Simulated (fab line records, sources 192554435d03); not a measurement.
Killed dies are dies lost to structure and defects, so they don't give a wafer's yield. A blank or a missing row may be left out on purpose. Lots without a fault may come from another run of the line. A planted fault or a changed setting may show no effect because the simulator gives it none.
Chamber matching | flow n5_finfet | N5_BEOL_M6_ALD_77 on ald_metal-03: 4 sister chambers
The step deposits TaN, target thk 2 nm, pulse time 2 s, purge time 3 s. 4 wafers are shown with their chamber, then 8 later ones without.

WAFERS WITH THEIR CHAMBER
wafer  | chamber | heater_power_w (W)
L078.1 | 3       | 434
L083.3 | 2       | 414
L087.4 | 0       | 462
L089.2 | 1       | 443

WAFERS WITHOUT THEIR CHAMBER
wafer  | heater_power_w (W)
L089.5 | 415
L089.6 | 449
L092.1 | 443
L092.2 | 416
L092.5 | 429
L095.4 | 466
L095.5 | 448
L095.6 | 418

WHICH CHAMBER EACH WENT THROUGH
wafer  | from the rows above     | in truth
L089.5 | 2                       | 2
L089.6 | can't be placed: 1 or 0 | 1
L092.1 | 1                       | 1
L092.2 | 2                       | 2
L092.5 | 3                       | 3
L095.4 | 0                       | 0
L095.5 | 1                       | 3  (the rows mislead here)
L095.6 | 2                       | 2
Placed correctly: 6 of 8. Can't be placed from these rows: 1 (the true chamber is among the candidates in 1). Placed wrongly: 1.
How it was worked out, from the rows above alone: a wafer's distance from a chamber is the root of the sum, over the readings, of the square of ((its reading less the chamber's mean) divided by the reading's scatter). The wafer belongs to the nearest chamber; if the next one is less than 2 further off, it can't be placed. A chamber's mean is the mean of its shown wafers. The scatter: with one shown wafer a chamber, the root of the mean of the squares of how far each hidden wafer lies from its nearest shown one.
